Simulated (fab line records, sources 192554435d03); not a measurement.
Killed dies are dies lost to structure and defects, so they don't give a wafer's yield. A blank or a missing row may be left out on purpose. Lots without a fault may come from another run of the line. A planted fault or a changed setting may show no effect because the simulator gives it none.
Which tool did it? | flow n5_finfet | 10 lots, 28 wafers sampled, at 5 steps of a route of 1938

WHAT THE GAUGES READ, wafer by wafer
N5_MOL_CONTACT_COAG_CD_MEAS_101: target cd 16 nm. Usual: cd_nm 16.0 nm, standard deviation 0.33.
lot  | measured     | on        | cd_nm (nm)     | flag
L498 | day 5 03:28  | cd_sem-01 | 15.8 15.3 16.1 |
L503 | day 6 11:53  | cd_sem-01 | 16.1 16.4 16.7 |
L504 | day 6 18:37  | cd_sem-01 | 15.8 16.2 15.8 |
L507 | day 7 06:46  | cd_sem-03 | 15.3 16.0 15.6 |
L509 | day 8 00:39  | cd_sem-02 | 15.9 16.1 16.1 |
L512 | day 9 17:38  | cd_sem-02 | 16.4 16.3 16.0 |
L517 | day 10 19:00 | cd_sem-02 | 16.1 16.1 15.9 |
L515 | day 10 22:04 | cd_sem-01 | 15.8 16.3 16.0 |
L520 | day 11 03:33 | cd_sem-01 | 16.0 16.1      |
L521 | day 11 12:49 | cd_sem-03 | 15.2 16.9      |

N5_BEOL_M4_RC_MEAS_101. Usual: DIBL_N 37.2 mV/V, standard deviation 2.1; DIBL_P 37.3 mV/V, standard deviation 2.3; IOFF_N 0.18 nA/um, standard deviation 0.041; IOFF_P 0.24 nA/um, standard deviation 0.042; ION_N 680 uA/um, standard deviation 13; ION_P 466 uA/um, standard deviation 7.7; SS_N 71.8 mV/dec, standard deviation 0.68; SS_P 73.5 mV/dec, standard deviation 0.66; VT_N 249 mV, standard deviation 3.6; VT_P -248 mV, standard deviation 3.4.
lot  | measured     | on        | DIBL_N (mV/V)  | DIBL_P (mV/V)  | IOFF_N (nA/um) | IOFF_P (nA/um) | ION_N (uA/um) | ION_P (uA/um) | SS_N (mV/dec)  | SS_P (mV/dec)  | VT_N (mV)   | VT_P (mV)      | flag
L498 | day 8 08:06  | prober-02 | 36.9 36.9 37.2 | 36.3 36.9 37.8 | 0.16 0.16 0.18 | 0.22 0.22 0.23 | 673 670 678   | 467 467 466   | 71.0 71.6 71.7 | 72.9 73.0 73.3 | 248 247 249 | -250 -248 -248 |
L503 | day 9 13:08  | prober-02 | 39.4 35.0 35.1 | 39.2 33.6 34.5 | 0.25 0.14 0.15 | 0.30 0.21 0.23 | 694 656 679   | 472 460 471   | 72.9 71.2 70.9 | 73.9 72.8 73.0 | 243 252 248 | -246 -249 -248 |
L504 | day 9 18:03  | prober-02 | 34.4 35.4 35.9 | 33.7 35.4 35.8 | 0.13 0.14 0.15 | 0.19 0.21 0.22 | 676 668 673   | 468 460 464   | 71.2 71.7 71.1 | 73.0 72.4 73.9 | 254 252 248 | -252 -248 -246 |
L507 | day 10 12:20 | prober-02 | 35.3 33.3 36.0 | 36.0 34.3 36.6 | 0.16 0.13 0.18 | 0.26 0.22 0.28 | 686 670 686   | 475 473 477   | 72.0 70.9 71.9 | 73.8 73.4 73.5 | 249 250 249 | -244 -246 -240 |
L509 | day 10 13:31 | prober-01 | 42.0 39.3 40.1 | 39.8 37.0 38.6 | 0.26 0.19 0.23 | 0.28 0.23 0.26 | 686 676 709   | 462 457 480   | 72.7 72.1 72.5 | 74.2 74.4 74.3 | 242 249 243 | -247 -248 -243 |
L512 | day 12 04:55 | prober-01 | 37.5 39.4 38.5 | 36.8 39.0 37.9 | 0.17 0.21 0.18 | 0.22 0.24 0.23 | 677 681 678   | 468 469 466   | 71.5 72.1 72.5 | 73.2 74.9 73.8 | 249 248 247 | -246 -247 -247 |
L517 | day 13 20:22 | prober-01 | 37.3 39.4 35.9 | 36.5 38.5 35.1 | 0.15 0.18 0.13 | 0.20 0.23 0.18 | 673 673 668   | 461 456 458   | 71.4 72.3 70.6 | 73.8 74.2 73.4 | 254 254 256 | -255 -252 -254 |
L515 | day 13 17:26 | prober-01 | 39.4 39.5 35.9 | 40.3 40.7 37.1 | 0.22 0.21 0.16 | 0.30 0.31 0.23 | 684 675 677   | 479 470 469   | 73.5 72.4 70.9 | 74.3 74.2 73.5 | 247 250 249 | -246 -244 -247 |
L520 | day 14 20:22 | prober-01 | 33.0 34.9      | 34.6 36.7      | 0.12 0.14      | 0.19 0.23      | 675 666       | 472 466       | 70.5 71.6      | 72.3 72.7      | 250 252     | -252 -248      |
L521 | day 15 00:02 | prober-02 | 37.5 38.1      | 36.9 37.8      | 0.18 0.20      | 0.25 0.27      | 675 677       | 466 463       | 72.0 72.2      | 73.6 74.2      | 251 248     | -249 -245      |

WHICH TOOL RAN EACH LOT (tool, then ch and the chambers of the sampled wafers, then the start)
lot  | N5_MOL_CONTACT_COAG_ETCH_48        | N5_MOL_CONTACT_COAG_STRIP_49         | N5_BEOL_M0_SAQP_COAT_08
L498 | rie_diel-06 ch 1,3, day 5 03:11    | plasma_asher-01 ch 0,1, day 5 03:19  | litho_track-03 ch 0, day 5 09:42
L503 | rie_diel-05 ch 0,2, day 6 11:35    | plasma_asher-01 ch 0,1, day 6 11:45  | litho_track-03 ch 0, day 6 17:04
L504 | rie_diel-04 ch 0,3, day 6 18:19    | plasma_asher-01 ch 0,1, day 6 18:29  | litho_track-03 ch 0, day 7 00:15
L507 | rie_diel-04 ch 0,1, day 7 06:28    | plasma_asher-02 ch 0,1, day 7 06:38  | litho_track-03 ch 0, day 7 12:52
L509 | rie_diel-04 ch 0,1, day 8 00:22    | plasma_asher-02 ch 0,1, day 8 00:31  | litho_track-03 ch 0, day 8 08:05
L512 | rie_diel-06 ch 0,2, day 9 17:21    | plasma_asher-02 ch 1, day 9 17:29    | litho_track-03 ch 0, day 10 01:16
L517 | rie_diel-04 ch 0,1,3, day 10 18:43 | plasma_asher-01 ch 0,1, day 10 18:51 | litho_track-03 ch 0, day 11 00:00
L515 | rie_diel-06 ch 0,1,2, day 10 21:47 | plasma_asher-01 ch 0,1, day 10 21:55 | litho_track-03 ch 0, day 11 03:38
L520 | rie_diel-04 ch 0,2, day 11 03:16   | plasma_asher-02 ch 0,1, day 11 03:24 | litho_track-05 ch 0, day 11 08:53
L521 | rie_diel-06 ch 1,2, day 11 12:31   | plasma_asher-01 ch 0, day 11 12:40   | litho_track-05 ch 0, day 11 17:48
- N5_MOL_CONTACT_COAG_ETCH_48: etches SiOC in C4F6/O2, target depth 15 nm, overetch 4.5 nm, time 17 s.
- N5_MOL_CONTACT_COAG_STRIP_49: strips in N2/H2, time 30 s.
- N5_BEOL_M0_SAQP_COAT_08: resist thk 90 nm.

WHAT THE TOOLS THEMSELVES READ (means of the sampled wafers that have a number; where no wafer has one, the mark that the record gives instead)
N5_MOL_CONTACT_COAG_ETCH_48. Usual: O2_flow_sccm 10.005 sccm, standard deviation 0.028; drypump_motor_current_A 5.6 A, standard deviation 0.49; oes_product_au 0.66 a.u., standard deviation 0.071; rf_vpp_V 1612 V, standard deviation 36; showerhead_plenum_p_Torr 2.86 Torr, standard deviation 0.099; throttle_valve_pct 40.6 %, standard deviation 0.43.
lot  | tool        | O2_flow_sccm (sccm) | drypump_motor_current_A (A) | oes_product_au (a.u.) | rf_vpp_V (V) | showerhead_plenum_p_Torr (Torr) | throttle_valve_pct (%) | flag
L498 | rie_diel-06 | 10.018              | 5.9                         | 0.72                  | 1619         | 2.83                            | 40.8                   |
L503 | rie_diel-05 | 9.974               | 5.6                         | 0.78                  | 1577         | 2.91                            | 40.0                   |
L504 | rie_diel-04 | 10.011              | 5.1                         | 0.66                  | 1634         | 2.83                            | 40.7                   |
L507 | rie_diel-04 | 9.992               | 5.2                         | 0.68                  | 1653         | 2.90                            | 40.5                   |
L509 | rie_diel-04 | 9.988               | 5.5                         | 0.66                  | 1650         | 2.91                            | 40.4                   |
L512 | rie_diel-06 | 9.999               | 5.3                         | 0.62                  | 1592         | 2.86                            | 40.0                   |
L517 | rie_diel-04 | 9.960               | 5.5                         | 0.66                  | 1629         | 2.84                            | 40.6                   |
L515 | rie_diel-06 | 9.995               | 5.5                         | 0.75                  | 1599         | 2.84                            | 40.4                   |
L520 | rie_diel-04 | 9.984               | 5.2                         | 0.56                  | 1638         | 2.87                            | 40.8                   |
L521 | rie_diel-06 | 9.976               | 5.3                         | 0.68                  | 1628         | 2.75                            | 40.3                   |

N5_MOL_CONTACT_COAG_STRIP_49. Usual: drypump_motor_current_A 6.18 A, standard deviation 0.2; heater_power_w 355 W, standard deviation 31.
lot  | tool            | drypump_motor_current_A (A) | heater_power_w (W) | flag
L498 | plasma_asher-01 | 6.11                        | 363                |
L503 | plasma_asher-01 | 6.13                        | 356                |
L504 | plasma_asher-01 | 6.13                        | 358                |
L507 | plasma_asher-02 | 6.35                        | 366                |
L509 | plasma_asher-02 | 6.36                        | 363                |
L512 | plasma_asher-02 | 6.54                        | 387                |
L517 | plasma_asher-01 | 6.12                        | 366                |
L515 | plasma_asher-01 | 6.13                        | 363                |
L520 | plasma_asher-02 | 6.27                        | 348                |
L521 | plasma_asher-01 | 6.10                        | 368                |

N5_BEOL_M0_SAQP_COAT_08. Usual: spin_speed_rpm 1499.8 rpm, standard deviation 1.
lot  | tool           | spin_speed_rpm (rpm) | flag
L498 | litho_track-03 | 1499.9               |
L503 | litho_track-03 | 1499.0               |
L504 | litho_track-03 | 1500.8               |
L507 | litho_track-03 | 1499.8               |
L509 | litho_track-03 | 1499.7               |
L512 | litho_track-03 | 1500.0               |
L517 | litho_track-03 | 1202.9               | OFF
L515 | litho_track-03 | 1204.6               | OFF
L520 | litho_track-05 | 1500.2               |
L521 | litho_track-05 | 1499.4               |

THE ANSWER, worked out from the rows above alone
Rule: a lot is off if the mean of its wafers that have a number lies more than 3 standard deviations from the usual mean. A lot without any number at a reading at which 4 lots or more have one is off too. The other lots that the step has rows for count as sound. The gauges are gone through in route order, then the tools' own readings, and for those a lot's mean is taken as printed above. The first step at which some lot is off is used, and at that step the reading that is off furthest; a lot without a number counts as furthest.
Off: L517, L515, at N5_BEOL_M0_SAQP_COAT_08 (spin_speed_rpm).
A tool fits if, at that step or a process step before it, it ran every lot that is off, and no sound lot after the first of them. One fits: litho_track-03 at N5_BEOL_M0_SAQP_COAT_08. Its last sound lot is L512 (day 10 01:16), its first lot that is off L517 (day 11 00:00): a fault that began between those two fits.
The tool's own readings at N5_BEOL_M0_SAQP_COAT_08 bear it out: on the lots that are off they differ by more than 5 times the standard deviation of the sound lots' means. spin_speed_rpm reads 1203.8 rpm there against 1499.8 rpm on the sound lots.

WHAT THE SIMULATOR HAD PUT IN
Process parameter drift: litho_track-03, from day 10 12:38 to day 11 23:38, at N5_BEOL_M0_SAQP_COAT_08. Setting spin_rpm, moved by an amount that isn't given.
Lots struck among those shown: L517, L515. The rule above found the same.
